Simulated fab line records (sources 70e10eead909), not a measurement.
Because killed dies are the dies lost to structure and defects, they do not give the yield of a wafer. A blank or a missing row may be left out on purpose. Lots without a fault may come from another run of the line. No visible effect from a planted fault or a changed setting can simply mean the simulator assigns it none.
The tool behind it: which one? | flow nand_harc | 6 lots, 18 wafers sampled, at 2 steps of a route of 1159

WHAT EACH GAUGE READ, for each wafer
NHARC_P_CONTACT_INSPECT_27.
lot  | measured     | on                | raw_defect_count
L385 | day 6 15:45  | defect_inspect-01 | 536 209 174
L393 | day 8 12:29  | defect_inspect-01 | 175 143 267
L398 | day 9 22:19  | defect_inspect-01 | 211 338 299
L401 | day 10 04:36 | defect_inspect-01 | 459 292 223
L404 | day 11 05:04 | defect_inspect-01 | 335 216 164
L406 | day 11 14:59 | defect_inspect-01 | 399 306 350

WHICH TOOL RAN EACH LOT (tool, then ch and the chambers of the sampled wafers, then the start)
lot  | NHARC_P_CONTACT_CMP_24
L385 | cmp-02 ch 0,2,3, day 6 15:20
L393 | cmp-03 ch 0,3, day 8 12:06
L398 | cmp-02 ch 1,2, day 9 21:56
L401 | cmp-02 ch 0,1,3, day 10 04:13
L404 | cmp-03 ch 0,3, day 11 04:41
L406 | cmp-01 ch 0,1,3, day 11 14:35
- NHARC_P_CONTACT_CMP_24: polishes, t overpolish 30 s, target thk 200 nm.

THE ANSWER, worked out from the rows above alone
Rule: what is usual is taken from the lots themselves. The widest of any qualifying gaps counts: lots, ordered by their means at a reading, are off when they make up no more than a third of the lots, leave a main group of 4 or more, and stand apart from it by 3 or more times the standard deviation of that group's means. The tables above print the reading to a certain number of digits; a main group whose means all agree to those digits is not used. Also off: a lot with no number at a reading for which 4 or more lots have one. Any other lot the step has rows for is counted as sound.
No lot is off at any reading shown: from this, nothing can be told.

WHAT WAS PUT IN BY THE SIMULATOR
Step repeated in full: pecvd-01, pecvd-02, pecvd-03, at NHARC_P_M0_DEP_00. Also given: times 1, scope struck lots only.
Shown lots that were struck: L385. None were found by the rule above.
